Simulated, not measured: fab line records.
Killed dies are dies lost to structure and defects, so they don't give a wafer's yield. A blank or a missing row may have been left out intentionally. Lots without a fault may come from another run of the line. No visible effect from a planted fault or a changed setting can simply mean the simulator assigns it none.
Matching of chambers | flow nand_harc | NHARC_P_M0_CMP_23 on cmp-03 has 4 sister chambers
The step polishes, t overpolish 20 s, target thk 117.54 nm. 4 wafers are shown with their chamber, then 6 later ones without.

## EACH WAFER AND ITS CHAMBER
wafer  | chamber | motor_current_A (A)
L085.1 | 3       | 10.6
L089.2 | 1       | 13.1
L091.1 | 2       | 10.9
L091.4 | 0       | 13.0

## WAFERS WITH NO CHAMBER GIVEN
wafer  | motor_current_A (A)
L093.1 | 13.5
L093.4 | 10.4
L094.1 | 11.5
L094.3 | 13.0
L095.2 | 13.2
L095.4 | 10.7

## EACH ONE'S CHAMBER
wafer  | from the rows above     | in truth
L093.1 | can't be placed: 1 or 0 | 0
L093.4 | can't be placed: 3 or 2 | 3
L094.1 | can't be placed: 2 or 3 | 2
L094.3 | can't be placed: 0 or 1 | 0
L095.2 | can't be placed: 1 or 0 | 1
L095.4 | can't be placed: 3 or 2 | 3
Placed correctly: 0 of 6. Cannot be placed on the basis of these rows: 6; the candidates contain the true chamber in 6. Placed wrongly: 0.
How it was worked out, from the rows above alone: a wafer's distance from a chamber is the root of the sum, over the readings, of the square of ((its reading less the chamber's mean) divided by the reading's scatter). The wafer belongs to the nearest chamber; if the next one is less than 2 further off, it can't be placed. A chamber's mean is the mean of its shown wafers. The scatter (one wafer shown for each chamber): square how far every hidden wafer sits from the nearest shown wafer, average those squares and take the square root.
